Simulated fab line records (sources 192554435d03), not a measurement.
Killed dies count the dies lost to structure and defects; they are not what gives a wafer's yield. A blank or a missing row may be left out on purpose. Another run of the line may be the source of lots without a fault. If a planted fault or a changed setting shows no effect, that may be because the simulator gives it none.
Split-lot trial | flow n5 finfet | 21 wafers read across 7 lots, on a route 1938 steps long

## ABOUT THE SPLIT
At N5_BEOL_M9_ETCH_66 (etches SOC in N2/H2, target depth 80 nm, overetch 16 nm, time 120 s), the setting time s was moved away from the recipe's 120 s on 9 of the 21 wafers read, by -21.7% to +19.4%. For the rest of the wafers, this setting stayed at what the recipe calls for.

The split's own step is where the reading is taken.

## THE READING
SiARC_of_BEOL_M9_COAT_64.thk nm (the simulator's own value, which no gauge read), in nm, at N5_BEOL_M9_ETCH_66 (etches SOC in N2/H2, target depth 80 nm, overetch 16 nm, time 120 s). The file gives no usual value for it. The 12 wafers here that ran the recipe average 6.4 nm, standard deviation 0.099 nm.

wafer  | tool, chamber at the split | time s as run, s | against the recipe | SiARC_of_BEOL_M9_COAT_64.thk nm, nm | against lot-mates on the recipe
L074.1 | rie diel-01, 2             | 97.14            | -19.1%             | 7.4                                 | +1.0
L074.3 | rie diel-01, 1             | 120              | recipe             | 6.4                                 | -
L074.5 | rie diel-01, 1             | 120              | recipe             | 6.4                                 | -
L077.3 | rie diel-01, 0             | 120              | recipe             | 6.4                                 | -
L077.4 | rie diel-01, 3             | 143.3            | +19.4%             | 6                                   | -0.4
L077.5 | rie diel-01, 2             | 143.3            | +19.4%             | 5.2                                 | -1.2
L081.3 | rie diel-03, 2             | 120              | recipe             | 6.2                                 | -
L081.5 | rie diel-03, 0             | 120              | recipe             | 6.4                                 | -
L081.6 | rie diel-03, 1             | 137.7            | +14.7%             | 5.4                                 | -0.9
L085.3 | rie diel-05, 2,0,0         | 120              | recipe             | 6.4                                 | -
L085.4 | rie diel-05, 2,0,0         | 120              | recipe             | 6.4                                 | -
L085.5 | rie diel-05, 2,0,0         | 120              | recipe             | 6.4                                 | -
L089.1 | rie diel-03, 3             | 137.3            | +14.4%             | 5                                   | -1.4
L089.3 | rie diel-03, 1             | 120              | recipe             | 6.4                                 | -
L089.5 | rie diel-03, 0             | 137.3            | +14.4%             | 5.6                                 | -0.8
L093.2 | rie diel-01, 1             | 109.5            | -8.8%              | 6.8                                 | +0.4
L093.5 | rie diel-01, 1             | 120              | recipe             | 6.4                                 | -
L093.6 | rie diel-01, 0             | 109.5            | -8.8%              | 7                                   | +0.6
L096.1 | rie diel-05, 0,2           | 120              | recipe             | 6.6                                 | -
L096.2 | rie diel-05, 0,2           | 120              | recipe             | 6.6                                 | -
L096.5 | rie diel-05, 3             | 93.92            | -21.7%             | 7.4                                 | +0.8
Rows listing several chambers each stand for several wafers; the file does not say which wafer went through which chamber.

FIT RESULTS
A straight line over all 21 wafers: SiARC_of_BEOL_M9_COAT_64.thk nm changes by -0.0533 nm for each +1% of time s; r = -0.93; the points scatter about the line by 0.23 nm.
The same after taking each lot's own level away (the mean of its wafers on the recipe; 21 wafers): -0.0507 nm for each +1%; r = -0.93; scatter 0.23 nm.
Per that fit: largest time s move, reading shift of 1.1 nm.
Across the lots, their own levels run from 6.30 to 6.60 nm, a range of 3.0 times the standard deviation given above.
Hence the lot-to-lot level has little effect on the slope; both slopes agree.
Check: for one of the wafers moved furthest among these (-21.7%), held out of the fit, the line's prediction against its lot-mates is +1.17 nm. Against them it came out at +0.8 nm.

## FURTHER SPLITS ON THESE WAFERS
Other splits were also applied to these wafers ahead of the reading. Each is held against what the fit with the lots' levels taken away leaves over:
other split on the same wafers | wafers away from the commonest value | r with SiARC_of_BEOL_M9_COAT_64.thk nm (lot level and that fit taken away)
N5_BEOL_M7_ETCH_41 source w    | 12                                   | -0.08
N5_BEOL_M8_ETCH_66 bias w      | 8                                    | -0.25

## FILE'S OWN FIT
SiARC_of_BEOL_M9_COAT_64.thk nm changes by -0.0499 nm for each +1% of time s, r = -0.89.
